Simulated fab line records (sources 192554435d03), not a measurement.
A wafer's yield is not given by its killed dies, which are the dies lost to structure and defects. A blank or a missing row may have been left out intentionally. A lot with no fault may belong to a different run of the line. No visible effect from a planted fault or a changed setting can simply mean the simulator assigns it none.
A lot that was struck, set against a sound lot    flow n5 finfet    20 out of 1938 route steps
Sound: the wafers L623.1, L623.4, L623.6. Wafers struck: L628.1, L628.3, L628.4. The cause comes at the end.
Each step with rows lists, per side, the tool, then ch with its chambers, then its first start. Under that, the readings that differ: sound wafers    struck wafers    difference of the means    sigmas: that difference in standard deviations of wafers without a fault.
alike: words and numbers the same on both sides, and readings whose means are apart by under 2 such deviations; not compared: readings that were withheld, readings missing a value for some wafer, numbers with overlapping values and no deviation given by the record, and bounds like >300 which may hide the same value.
The two part at a step that has a row with sigmas, a row that says differs or no value, or rows on one side only. When numbers do not overlap yet have no deviation, they are printed without sigmas and do not part them. A reading missing from all wafers of one side parts the sides only when that side holds two or more wafers.

first, 9 steps without rows for these wafers: N5_BEOL_M8_DESCUM_16 (chemistry O2, time 7.9 s); N5_BEOL_M8_ETCH_61 (etches SiARC in CF4, target depth 45.5 nm, time 75.8 s); N5_BEOL_M8_ETCH_62 (etches SOC in N2/H2, target depth 110 nm, overetch 22 nm, time 165 s); N5_BEOL_M8_STRIP_68 (strips in N2/H2); N5_BEOL_M8_STRIP_67 (strips in CF4); N5_BEOL_M8_HM_OPEN_17 (chemistry Cl2/BCl3, target TiN, target depth 20 nm, overetch 6 nm); N5_BEOL_M8_STRIP_19 (strips in O2); N5_BEOL_M8_COAT_63 (time 60 s, resist thk 60 nm); N5_BEOL_M8_COAT_64 (time 60 s, resist thk 12 nm).
N5_BEOL_M8_COAT_71: time 60 s, resist thk 5 nm.
  sound on litho track-04 ch 0, day 11 20:02; struck on litho track-04 ch 0, day 12 04:10
reading               sound                 struck                difference  sigmas
spin speed rpm (rpm)  1499.4 1501.7 1500.4  1445.5 1445.9 1445.1  -55.0       -50
  alike: dispense pressure kPa
then, 7 steps without rows for these wafers: N5_BEOL_M8_COAT_22 (resist thk 30 nm); N5_BEOL_M8_EBR_24; N5_BEOL_M8_SOFTBAKE_23 (time 60 s); N5_BEOL_M8_EXPOSE_25 (exposes mask V7, target cd 40 nm); N5_BEOL_M8_PEB_26 (peb time 60 s); N5_BEOL_M8_DEVELOP_27 (develop time 30 s); N5_BEOL_M8_DESCUM_33 (chemistry O2, time 7 s).
N5_BEOL_M8_ETCH_72: etches underlayer in N2/H2, target depth 6.5 nm, time 5.2 s.
  sound on rie diel-03 ch 1,3, day 11 20:35; struck on rie diel-06 ch 0,2,3, day 12 04:35
reading                   sound              struck             difference  sigmas
model.etch.depth nm (nm)  5.009 5.004 5.014  5.088 5.093 5.071  +0.075      
  alike: drypump motor current A, etch rf on time s, h2 flow sccm, oes product au, rf vpp V, showerhead plenum p Torr, throttle valve pct
  not compared: rf hours counter h
then, 1 step without rows for these wafers: N5_BEOL_M8_ETCH_65 (etches SiARC in CF4, target depth 15.6 nm, time 26 s).
-- a jump in the record: the struck wafers' starts before and after are 3 days apart (it breaks off in module BEOL_M8 and resumes in module PASSIVATION, where the first step shown is number 1936 of the route) --
N5_PASSIVATION_PROBE_49:
  sound: prober-02 at day 15 04:02; struck: prober-01 at day 15 05:31
  alike: killed_at_M0_to_M3, killed_at_M4_up, killed at contacts, killed at front end, killed at other, killed dies, killed open, killed short

WHERE THEY PART
Within this record, at N5_BEOL_M8_COAT_71 only. Later steps at which nothing parts them and some readings are alike: N5_BEOL_M8_ETCH_72, N5_PASSIVATION_PROBE_49.

WHY: what had been put in by the simulator
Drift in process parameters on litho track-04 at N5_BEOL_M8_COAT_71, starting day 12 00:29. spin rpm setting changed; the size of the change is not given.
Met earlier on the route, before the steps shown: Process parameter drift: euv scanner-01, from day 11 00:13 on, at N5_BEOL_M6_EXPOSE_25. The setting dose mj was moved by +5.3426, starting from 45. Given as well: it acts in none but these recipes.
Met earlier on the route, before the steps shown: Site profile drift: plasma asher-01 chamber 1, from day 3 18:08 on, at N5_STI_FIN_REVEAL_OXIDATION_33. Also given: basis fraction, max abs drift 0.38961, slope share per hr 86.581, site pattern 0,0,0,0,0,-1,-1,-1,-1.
